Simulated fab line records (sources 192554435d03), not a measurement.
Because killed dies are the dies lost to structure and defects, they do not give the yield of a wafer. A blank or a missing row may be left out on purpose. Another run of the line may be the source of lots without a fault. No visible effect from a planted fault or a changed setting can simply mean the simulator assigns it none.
Matching of chambers || flow n5 finfet || 4 sister chambers for N5_DUMMY_REMOVAL_HM_STRIP_01 on rie diel-05
The step strips SiNx in CH3F/O2, stops on poly-Si, target depth 4 nm, time 6.8 s. 14 wafers are shown with their chamber, then 7 later ones without.

## WAFERS, EACH WITH ITS CHAMBER
{"wafer": "L074.2", "chamber": 1, "showerhead plenum p Torr (Torr)": 2.09, "drypump motor current A (A)": 5.8, "throttle valve pct (%)": 16.44}
{"wafer": "L074.4", "chamber": 0, "showerhead plenum p Torr (Torr)": 1.97, "drypump motor current A (A)": 5.6, "throttle valve pct (%)": 16.29}
{"wafer": "L074.6", "chamber": 1, "showerhead plenum p Torr (Torr)": 2.09, "drypump motor current A (A)": 5.8, "throttle valve pct (%)": 16.41}
{"wafer": "L079.1", "chamber": 2, "showerhead plenum p Torr (Torr)": 2.00, "drypump motor current A (A)": 5.4, "throttle valve pct (%)": 16.63}
{"wafer": "L079.2", "chamber": 1, "showerhead plenum p Torr (Torr)": 2.09, "drypump motor current A (A)": 5.9, "throttle valve pct (%)": 16.44}
{"wafer": "L079.3", "chamber": 0, "showerhead plenum p Torr (Torr)": 1.97, "drypump motor current A (A)": 5.6, "throttle valve pct (%)": 16.29}
{"wafer": "L079.4", "chamber": 1, "showerhead plenum p Torr (Torr)": 2.09, "drypump motor current A (A)": 5.9, "throttle valve pct (%)": 16.43}
{"wafer": "L079.5", "chamber": 0, "showerhead plenum p Torr (Torr)": 1.97, "drypump motor current A (A)": 5.7, "throttle valve pct (%)": 16.33}
{"wafer": "L079.6", "chamber": 2, "showerhead plenum p Torr (Torr)": 2.00, "drypump motor current A (A)": 5.4, "throttle valve pct (%)": 16.63}
{"wafer": "L089.2", "chamber": 1, "showerhead plenum p Torr (Torr)": 2.08, "drypump motor current A (A)": 5.8, "throttle valve pct (%)": 16.48}
{"wafer": "L089.5", "chamber": 1, "showerhead plenum p Torr (Torr)": 2.08, "drypump motor current A (A)": 5.9, "throttle valve pct (%)": 16.50}
{"wafer": "L089.6", "chamber": 3, "showerhead plenum p Torr (Torr)": 1.89, "drypump motor current A (A)": 5.7, "throttle valve pct (%)": 16.61}
{"wafer": "L090.4", "chamber": 0, "showerhead plenum p Torr (Torr)": 1.96, "drypump motor current A (A)": 5.7, "throttle valve pct (%)": 15.85}
{"wafer": "L090.5", "chamber": 2, "showerhead plenum p Torr (Torr)": 1.99, "drypump motor current A (A)": 5.4, "throttle valve pct (%)": 16.69}

SIGNATURES (means of the wafers above)
{"reading": "showerhead plenum p Torr", "chamber 0": 1.9675, "chamber 1": 2.0867, "chamber 2": 1.9967, "chamber 3": 1.8900, "scatter within a chamber": 0.00524}
{"reading": "drypump motor current A", "chamber 0": 5.650, "chamber 1": 5.850, "chamber 2": 5.400, "chamber 3": 5.700, "scatter within a chamber": 0.05}
{"reading": "throttle valve pct", "chamber 0": 16.1900, "chamber 1": 16.4500, "chamber 2": 16.6500, "chamber 3": 16.6100, "scatter within a chamber": 0.128}
Rule: for a wafer and a chamber, the distance is found by dividing, reading by reading, the gap between the wafer's reading and the chamber's mean by the reading's scatter, squaring, summing and taking the root. The wafer belongs to the nearest chamber; if the next one is less than 2 further off, it can't be placed. How the scatter is found: for the shown wafers, subtract from each reading the mean of its chamber, square and add these, divide the total by (wafers less chambers), then take the root.

## WAFERS WITHOUT THEIR CHAMBER
{"wafer": "L090.6", "showerhead plenum p Torr (Torr)": 2.08, "drypump motor current A (A)": 5.9, "throttle valve pct (%)": 16.50}
{"wafer": "L093.3", "showerhead plenum p Torr (Torr)": 2.08, "drypump motor current A (A)": 5.8, "throttle valve pct (%)": 16.51}
{"wafer": "L093.4", "showerhead plenum p Torr (Torr)": 1.96, "drypump motor current A (A)": 5.6, "throttle valve pct (%)": 15.89}
{"wafer": "L093.6", "showerhead plenum p Torr (Torr)": 1.99, "drypump motor current A (A)": 5.4, "throttle valve pct (%)": 16.70}
{"wafer": "L096.3", "showerhead plenum p Torr (Torr)": 2.14, "drypump motor current A (A)": 5.7, "throttle valve pct (%)": 16.16}
{"wafer": "L096.4", "showerhead plenum p Torr (Torr)": 1.96, "drypump motor current A (A)": 5.7, "throttle valve pct (%)": 15.87}
{"wafer": "L096.5", "showerhead plenum p Torr (Torr)": 1.99, "drypump motor current A (A)": 5.4, "throttle valve pct (%)": 16.71}

## CHAMBER TAKEN BY EACH
{"wafer": "L090.6", "from the rows above": 1, "in truth": 1}
{"wafer": "L093.3", "from the rows above": 1, "in truth": 1}
{"wafer": "L093.4", "from the rows above": 0, "in truth": 0}
{"wafer": "L093.6", "from the rows above": 2, "in truth": 2}
{"wafer": "L096.3", "from the rows above": 1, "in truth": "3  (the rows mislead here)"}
{"wafer": "L096.4", "from the rows above": 0, "in truth": 0}
{"wafer": "L096.5", "from the rows above": 2, "in truth": 2}
6 of 7 placed correctly. Can't be placed from these rows: 0. Placed wrongly: 1.
